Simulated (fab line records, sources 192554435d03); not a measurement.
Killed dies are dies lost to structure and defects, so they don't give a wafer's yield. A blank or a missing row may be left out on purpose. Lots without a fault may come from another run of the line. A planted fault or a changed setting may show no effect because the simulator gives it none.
Chamber matching | flow n5_finfet | N5_BEOL_M0_SAQP_ETCH_106 on rie_diel-04: 4 sister chambers
The step etches SOC in N2/H2, stops on SiNx, target depth 150 nm. 14 wafers are shown with their chamber, then 7 later ones without.

WAFERS WITH THEIR CHAMBER
wafer  | chamber | drypump_motor_current_A (A) | throttle_valve_pct (%) | showerhead_plenum_p_Torr (Torr)
L078.1 | 0       | 6.5                         | 18.02                  | 2.68
L078.3 | 2       | 5.6                         | 17.52                  | 2.57
L078.5 | 1       | 6.5                         | 17.48                  | 2.51
L081.3 | 2       | 5.6                         | 17.53                  | 2.57
L081.5 | 3       | 5.4                         | 17.76                  | 2.50
L081.6 | 2       | 5.6                         | 17.53                  | 2.57
L084.1 | 2       | 5.6                         | 17.52                  | 2.56
L084.2 | 0       | 6.6                         | 18.05                  | 2.67
L084.5 | 2       | 5.6                         | 17.52                  | 2.57
L085.2 | 2       | 5.6                         | 17.53                  | 2.56
L085.4 | 3       | 5.4                         | 17.77                  | 2.50
L085.5 | 2       | 5.6                         | 17.53                  | 2.56
L092.2 | 1       | 6.5                         | 17.51                  | 2.50
L092.4 | 2       | 5.6                         | 17.55                  | 2.56

SIGNATURES (means of the wafers above)
reading                  | chamber 0 | chamber 1 | chamber 2 | chamber 3 | scatter within a chamber
drypump_motor_current_A  | 6.550     | 6.500     | 5.600     | 5.400     | 0.0224
throttle_valve_pct       | 18.0350   | 17.4950   | 17.5288   | 17.7650   | 0.0128
showerhead_plenum_p_Torr | 2.6750    | 2.5050    | 2.5650    | 2.5000    | 0.00548
Rule: a wafer's distance from a chamber is the root of the sum, over the readings, of the square of ((its reading less the chamber's mean) divided by the reading's scatter). The wafer belongs to the nearest chamber; if the next one is less than 2 further off, it can't be placed. The scatter: the root of (the sum of the squares of (reading less its chamber's mean) over the shown wafers, divided by (wafers less chambers)).

WAFERS WITHOUT THEIR CHAMBER
wafer  | drypump_motor_current_A (A) | throttle_valve_pct (%) | showerhead_plenum_p_Torr (Torr)
L092.5 | 5.4                         | 17.81                  | 2.49
L094.3 | 6.6                         | 18.07                  | 2.67
L094.5 | 6.5                         | 17.53                  | 2.50
L094.6 | 5.6                         | 17.56                  | 2.56
L097.3 | 6.5                         | 18.09                  | 2.66
L097.4 | 5.4                         | 17.81                  | 2.49
L097.5 | 5.4                         | 17.80                  | 2.49

WHICH CHAMBER EACH WENT THROUGH
wafer  | from the rows above | in truth
L092.5 | 3                   | 3
L094.3 | 0                   | 0
L094.5 | 1                   | 1
L094.6 | 2                   | 2
L097.3 | 0                   | 0
L097.4 | 3                   | 3
L097.5 | 3                   | 3
Placed correctly: 7 of 7. Can't be placed from these rows: 0. Placed wrongly: 0.
